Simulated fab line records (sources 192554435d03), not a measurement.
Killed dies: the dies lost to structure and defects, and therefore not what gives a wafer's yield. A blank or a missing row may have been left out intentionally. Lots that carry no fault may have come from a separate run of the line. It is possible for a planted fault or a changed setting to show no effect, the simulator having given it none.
Matching of chambers || flow n5-finfet || N5_BEOL_M2_ALD_84 on ald-metal-04: 4 sister chambers
The step deposits TaN, pulse time 2 s, purge time 3 s, co reactant purge time 2 s. 20 wafers are shown with their chamber, then 10 later ones without.

## WAFERS WITH THEIR CHAMBER
{"wafer": "L075.2", "chamber": 1, "heater-power-w (W)": 362, "chamber-pressure-Torr (Torr)": 3.016}
{"wafer": "L075.5", "chamber": 0, "heater-power-w (W)": 454, "chamber-pressure-Torr (Torr)": 2.995}
{"wafer": "L075.6", "chamber": 1, "heater-power-w (W)": 370, "chamber-pressure-Torr (Torr)": 3.004}
{"wafer": "L076.3", "chamber": 1, "heater-power-w (W)": 376, "chamber-pressure-Torr (Torr)": 3.008}
{"wafer": "L076.4", "chamber": 3, "heater-power-w (W)": 471, "chamber-pressure-Torr (Torr)": 2.996}
{"wafer": "L076.6", "chamber": 0, "heater-power-w (W)": 447, "chamber-pressure-Torr (Torr)": 2.998}
{"wafer": "L077.2", "chamber": 2, "heater-power-w (W)": 389, "chamber-pressure-Torr (Torr)": 3.001}
{"wafer": "L077.4", "chamber": 1, "heater-power-w (W)": 366, "chamber-pressure-Torr (Torr)": 3.000}
{"wafer": "L077.6", "chamber": 3, "heater-power-w (W)": 465, "chamber-pressure-Torr (Torr)": 2.997}
{"wafer": "L078.4", "chamber": 1, "heater-power-w (W)": 369, "chamber-pressure-Torr (Torr)": 2.998}
{"wafer": "L078.5", "chamber": 2, "heater-power-w (W)": 382, "chamber-pressure-Torr (Torr)": 2.988}
{"wafer": "L078.6", "chamber": 3, "heater-power-w (W)": 464, "chamber-pressure-Torr (Torr)": 3.008}
{"wafer": "L081.1", "chamber": 3, "heater-power-w (W)": 471, "chamber-pressure-Torr (Torr)": 3.006}
{"wafer": "L081.4", "chamber": 1, "heater-power-w (W)": 366, "chamber-pressure-Torr (Torr)": 2.999}
{"wafer": "L081.5", "chamber": 2, "heater-power-w (W)": 389, "chamber-pressure-Torr (Torr)": 3.007}
{"wafer": "L083.1", "chamber": 3, "heater-power-w (W)": 473, "chamber-pressure-Torr (Torr)": 2.993}
{"wafer": "L083.3", "chamber": 2, "heater-power-w (W)": 390, "chamber-pressure-Torr (Torr)": 2.987}
{"wafer": "L083.4", "chamber": 0, "heater-power-w (W)": 442, "chamber-pressure-Torr (Torr)": 2.997}
{"wafer": "L087.1", "chamber": 3, "heater-power-w (W)": 473, "chamber-pressure-Torr (Torr)": 2.999}
{"wafer": "L087.5", "chamber": 3, "heater-power-w (W)": 473, "chamber-pressure-Torr (Torr)": 2.998}

SIGNATURES (averages over the wafers above)
{"reading": "heater-power-w", "chamber 0": 447.67, "chamber 1": 368.17, "chamber 2": 387.50, "chamber 3": 470.00, "scatter within a chamber": 4.45}
{"reading": "chamber-pressure-Torr", "chamber 0": 2.99667, "chamber 1": 3.00417, "chamber 2": 2.99575, "chamber 3": 2.99957, "scatter within a chamber": 0.00666}
Rule: a wafer lies at a distance from a chamber equal to the root of the sum of squares, over the readings, of (its reading less the chamber's mean, divided by the reading's scatter). The wafer belongs to the nearest chamber; if the next one is less than 2 further off, it can't be placed. How the scatter is found: for the shown wafers, subtract from each reading the mean of its chamber, square and add these, divide the total by (wafers less chambers), then take the root.

## WAFERS WHOSE CHAMBER IS MISSING
{"wafer": "L087.6", "heater-power-w (W)": 451, "chamber-pressure-Torr (Torr)": 2.999}
{"wafer": "L088.4", "heater-power-w (W)": 439, "chamber-pressure-Torr (Torr)": 2.998}
{"wafer": "L088.5", "heater-power-w (W)": 470, "chamber-pressure-Torr (Torr)": 2.997}
{"wafer": "L088.6", "heater-power-w (W)": 391, "chamber-pressure-Torr (Torr)": 3.015}
{"wafer": "L090.2", "heater-power-w (W)": 450, "chamber-pressure-Torr (Torr)": 3.003}
{"wafer": "L090.3", "heater-power-w (W)": 445, "chamber-pressure-Torr (Torr)": 3.005}
{"wafer": "L090.5", "heater-power-w (W)": 477, "chamber-pressure-Torr (Torr)": 2.993}
{"wafer": "L093.2", "heater-power-w (W)": 370, "chamber-pressure-Torr (Torr)": 3.008}
{"wafer": "L093.3", "heater-power-w (W)": 379, "chamber-pressure-Torr (Torr)": 3.000}
{"wafer": "L093.6", "heater-power-w (W)": 378, "chamber-pressure-Torr (Torr)": 3.015}

## EACH ONE'S CHAMBER
{"wafer": "L087.6", "from the rows above": 0, "in truth": 0}
{"wafer": "L088.4", "from the rows above": 0, "in truth": 0}
{"wafer": "L088.5", "from the rows above": 3, "in truth": 3}
{"wafer": "L088.6", "from the rows above": 2, "in truth": 2}
{"wafer": "L090.2", "from the rows above": 0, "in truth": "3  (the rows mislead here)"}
{"wafer": "L090.3", "from the rows above": 0, "in truth": 0}
{"wafer": "L090.5", "from the rows above": 3, "in truth": 3}
{"wafer": "L093.2", "from the rows above": 1, "in truth": 1}
{"wafer": "L093.3", "from the rows above": "can't be placed: 2 or 1", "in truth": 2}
{"wafer": "L093.6", "from the rows above": "can't be placed: 1 or 2", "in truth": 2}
Placed correctly: 7 of 10. Not placeable from these rows: 2 (in 2, the candidates include the true chamber). Placed wrongly: 1.
